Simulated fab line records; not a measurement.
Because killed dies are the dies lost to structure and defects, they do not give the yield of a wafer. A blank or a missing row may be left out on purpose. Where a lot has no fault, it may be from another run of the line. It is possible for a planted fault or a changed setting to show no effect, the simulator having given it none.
Struck lot and sound lot, side by side :: flow nandHarc :: 20 steps out of a route of 1302
Sound: the wafers L939.1, L939.3, L939.5. Wafers struck: L948.3, L948.4, L948.6. Last of all comes the cause.
At each step with rows: each side's tool, then ch and its chambers, then its first start. Under that, the readings that differ: sound wafers :: struck wafers :: difference of the means :: sigmas: that difference in standard deviations of wafers without a fault.
alike: readings whose means differ by less than 2 such deviations, and words and numbers that are the same on both sides. not compared: withheld readings, readings that some wafer has no value for, bounds like >300 that may hide the same value, and numbers for which the record gives no deviation and whose values overlap.
A row with sigmas, a row that says differs or no value, or rows on one side alone: a step with any of these is where the two part. Non-overlapping numbers with no deviation appear without sigmas and do not part them. Lack of a reading on every wafer of one side parts them only where that side has two or more wafers.

NHARC_P_GATE_CD_MEAS_59 targets a cd of 720 nm.
  sound on cdSem-03 ch 0, day 6 18:47; struck on cdSem-02 ch 0, day 10 10:24
  alike: cdNm
then, 1 step without rows for these wafers: NHARC_P_GATE_HARDBAKE_60 (time 80 s).
NHARC_P_GATE_DESCUM_61: chemistry O2, time 3 s.
  sound on rieDiel-12 ch 0,1, day 6 18:57; struck on rieDiel-06 ch 0,1, day 10 10:34
  alike: drypumpMotorCurrentA, oesProductAu, rfVppV, showerheadPlenumPTorr, throttleValvePct
  not compared: rfHoursCounterH
then, 1 step without rows for these wafers: NHARC_P_GATE_IMPLANT_62.
NHARC_P_GATE_STRIP_112: strips in N2/H2, time 200 s.
  sound on plasmaAsher-01 ch 0,1, day 6 19:20; struck on plasmaAsher-02 ch 0,1, day 10 11:01
  alike: drypumpMotorCurrentA, heaterPowerW
  not compared: rfHoursCounterH
NHARC_P_GATE_STRIP_76: strips in O2.
  sound on plasmaAsher-01 ch 0,1, day 6 19:34; struck on plasmaAsher-02 ch 0,1, day 10 11:13
  alike: drypumpMotorCurrentA, heaterPowerW
  not compared: rfHoursCounterH
then, 6 steps without rows for these wafers: NHARC_P_GATE_STRIP_63 (strips in SPM, time 900 s); NHARC_P_GATE_DEHYDRATE_83 (time 120 s); NHARC_P_GATE_HMDS_84 (time 30 s); NHARC_P_GATE_COAT_85; NHARC_P_GATE_SOFTBAKE_86 (time 95 s); NHARC_P_GATE_EBR_87.
NHARC_P_GATE_EXPOSE_88: exposes mask P HVN, target cd 2000 nm.
  sound on krfScanner-02 ch 0, day 6 20:20; struck on krfScanner-04 ch 0, day 10 11:58
reading: mask
sound: P_HVN#0 P_HVN#0 P_HVN#0
struck: P_HVN_R1#0 P_HVN_R1#0 P_HVN_R1#0
difference: differs
sigmas: 
  alike: stageVelMmS
then, 2 steps without rows for these wafers: NHARC_P_GATE_PEB_89 (peb time 85 s); NHARC_P_GATE_DEVELOP_90 (time 70 s).
NHARC_P_GATE_CD_MEAS_91 targets a cd of 2000 nm.
  sound on cdSem-01 ch 0, day 6 20:29; struck on cdSem-02 ch 0, day 10 12:07
reading: cdNm (nm)
sound: 2002.6 2001.1 2000.4
struck: 1972.4 1971.6 1973.1
difference: -29.0
sigmas: -24
then, 1 step without rows for these wafers: NHARC_P_GATE_HARDBAKE_92 (time 80 s).
NHARC_P_GATE_DESCUM_93: chemistry O2, time 3 s.
  sound on rieDiel-12 ch 0,1,3, day 6 20:38; struck on rieDiel-12 ch 1,2,3, day 10 12:17
  alike: drypumpMotorCurrentA, oesProductAu, rfVppV, showerheadPlenumPTorr, throttleValvePct
  not compared: rfHoursCounterH, model.P_GATE.cdNm
then, 1 step without rows for these wafers: NHARC_P_GATE_IMPLANT_94.
NHARC_END_SORT_01:
  the record has rows for the sound wafers here (prober-02 ch 0, day 25 20:53) and none for the struck ones

## WHERE THEY PART
Earliest at NHARC_P_GATE_EXPOSE_88; latest, in this record, at NHARC_END_SORT_01.

WHY: what the simulator had put in
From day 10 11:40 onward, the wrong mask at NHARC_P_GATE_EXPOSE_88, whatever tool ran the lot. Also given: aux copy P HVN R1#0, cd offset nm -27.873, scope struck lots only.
